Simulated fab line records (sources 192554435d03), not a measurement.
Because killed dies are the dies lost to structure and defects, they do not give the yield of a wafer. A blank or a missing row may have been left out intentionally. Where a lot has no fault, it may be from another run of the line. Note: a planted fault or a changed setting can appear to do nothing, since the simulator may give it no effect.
The tool behind it: which one? / flow n5 finfet / 36 wafers from 12 lots sampled at 5 of the route's 1938 steps

WHAT THE GAUGES SHOWED, per wafer
N5_SD_EPI_N_INSPECT_11: inspects for defects (macro).
lot=L075; measured=day 3 10:29; on=defect inspect-01; raw defect count=1 3 0
lot=L077; measured=day 3 22:27; on=defect inspect-02; raw defect count=3 1 3
lot=L079; measured=day 4 05:43; on=defect inspect-02; raw defect count=2 3 2
lot=L081; measured=day 4 19:00; on=defect inspect-01; raw defect count=4 2 2
lot=L083; measured=day 5 06:01; on=defect inspect-02; raw defect count=2 1 0
lot=L085; measured=day 5 23:41; on=defect inspect-01; raw defect count=4 0 1
lot=L087; measured=day 6 09:11; on=defect inspect-01; raw defect count=3 1 1
lot=L089; measured=day 7 02:24; on=defect inspect-02; raw defect count=1 2 3
lot=L091; measured=day 7 19:19; on=defect inspect-01; raw defect count=3 0 4
lot=L093; measured=day 8 09:27; on=defect inspect-02; raw defect count=1 3 1
lot=L094; measured=day 8 21:05; on=defect inspect-02; raw defect count=3 2 5
lot=L096; measured=day 8 23:40; on=defect inspect-02; raw defect count=0 2 2

WHAT TOOL EACH LOT RAN ON (gives the tool, then ch and the chambers of the sampled wafers, and finally the start)
lot=L075; N5_DUMMY_GATE_STRIP_41=rie diel-03 ch 0,1,3, day 3 08:23; N5_SPACER0_ALD_07=ald sin-04 ch 1,2,3, day 3 09:35; N5_SPACER0_ALD_00=ald sin-04 ch 1,2,3, day 3 09:44; N5_SPACER0_ALD_08=ald sin-04 ch 1,2,3, day 3 10:00
lot=L077; N5_DUMMY_GATE_STRIP_41=rie diel-06 ch 0,1,2, day 3 19:38; N5_SPACER0_ALD_07=ald sin-04 ch 0,2,3, day 3 21:33; N5_SPACER0_ALD_00=ald sin-04 ch 0,2,3, day 3 21:42; N5_SPACER0_ALD_08=ald sin-04 ch 0,2,3, day 3 21:58
lot=L079; N5_DUMMY_GATE_STRIP_41=rie diel-06 ch 0,1,3, day 4 03:57; N5_SPACER0_ALD_07=ald sin-02 ch 0,2,3, day 4 04:41; N5_SPACER0_ALD_00=ald sin-02 ch 0,2,3, day 4 04:50; N5_SPACER0_ALD_08=ald sin-02 ch 0,2,3, day 4 05:06
lot=L081; N5_DUMMY_GATE_STRIP_41=rie diel-06 ch 0,2,3, day 4 17:11; N5_SPACER0_ALD_07=ald sin-03 ch 0,1,3, day 4 18:06; N5_SPACER0_ALD_00=ald sin-03 ch 0,1,3, day 4 18:15; N5_SPACER0_ALD_08=ald sin-03 ch 0,1,3, day 4 18:31
lot=L083; N5_DUMMY_GATE_STRIP_41=rie diel-06 ch 1,2, day 5 04:12; N5_SPACER0_ALD_07=ald sin-04 ch 0,1,3, day 5 04:57; N5_SPACER0_ALD_00=ald sin-04 ch 0,1,3, day 5 05:07; N5_SPACER0_ALD_08=ald sin-04 ch 0,1,3, day 5 05:22
lot=L085; N5_DUMMY_GATE_STRIP_41=rie diel-06 ch 2,3, day 5 21:35; N5_SPACER0_ALD_07=ald sin-03 ch 2,3, day 5 22:40; N5_SPACER0_ALD_00=ald sin-03 ch 2,3, day 5 22:49; N5_SPACER0_ALD_08=ald sin-03 ch 2,3, day 5 23:04
lot=L087; N5_DUMMY_GATE_STRIP_41=rie diel-01 ch 0,1,3, day 6 07:12; N5_SPACER0_ALD_07=ald sin-04 ch 0,1,2, day 6 08:10; N5_SPACER0_ALD_00=ald sin-04 ch 0,1,2, day 6 08:19; N5_SPACER0_ALD_08=ald sin-04 ch 0,1,2, day 6 08:35
lot=L089; N5_DUMMY_GATE_STRIP_41=rie diel-03 ch 2,3, day 7 00:46; N5_SPACER0_ALD_07=ald sin-03 ch 0,3, day 7 01:29; N5_SPACER0_ALD_00=ald sin-03 ch 0,3, day 7 01:38; N5_SPACER0_ALD_08=ald sin-03 ch 0,3, day 7 01:53
lot=L091; N5_DUMMY_GATE_STRIP_41=rie diel-06 ch 1,2,3, day 7 17:34; N5_SPACER0_ALD_07=ald sin-04 ch 0,1,2, day 7 18:18; N5_SPACER0_ALD_00=ald sin-04 ch 0,1,2, day 7 18:28; N5_SPACER0_ALD_08=ald sin-04 ch 0,1,2, day 7 18:43
lot=L093; N5_DUMMY_GATE_STRIP_41=rie diel-01 ch 2,3, day 8 07:42; N5_SPACER0_ALD_07=ald sin-03 ch 0,3, day 8 08:26; N5_SPACER0_ALD_00=ald sin-03 ch 0,3, day 8 08:35; N5_SPACER0_ALD_08=ald sin-03 ch 0,3, day 8 08:50
lot=L094; N5_DUMMY_GATE_STRIP_41=rie diel-03 ch 2,3, day 8 19:05; N5_SPACER0_ALD_07=ald sin-02 ch 0,1,3, day 8 20:04; N5_SPACER0_ALD_00=ald sin-02 ch 0,1,3, day 8 20:13; N5_SPACER0_ALD_08=ald sin-02 ch 0,1,3, day 8 20:28
lot=L096; N5_DUMMY_GATE_STRIP_41=rie diel-03 ch 0,2,3, day 8 20:08; N5_SPACER0_ALD_07=ald sin-04 ch 0,1,2, day 8 22:38; N5_SPACER0_ALD_00=ald sin-04 ch 0,1,2, day 8 22:47; N5_SPACER0_ALD_08=ald sin-04 ch 0,1,2, day 8 23:03
- N5_DUMMY_GATE_STRIP_41: strips in O2.
- N5_SPACER0_ALD_07: deposits SiNx, target thk 2 nm.
- N5_SPACER0_ALD_00: deposits SiOCN, target thk 3.5 nm, pulse time 3 s, purge time 2 s.
- N5_SPACER0_ALD_08: deposits SiNx, target thk 2 nm.

THE ANSWER, worked out from the rows above alone
Rule: what is usual is taken from the lots themselves. Put in order of their means at a reading, lots are off if they are a third of the lots or fewer, leave a main group of 4 or more, and stand apart from it by a gap of 3 or more times the standard deviation of the main group's means; of several such gaps the widest counts. If all means in a main group match to the digits the tables above print for the reading, that group is not used. Also off: a lot with no number at a reading for which 4 or more lots have one. Where the step has rows for the other lots, those lots are counted as sound.
None of the lots is off at any reading shown; this tells nothing.

WHAT THE SIMULATOR HAD PUT IN
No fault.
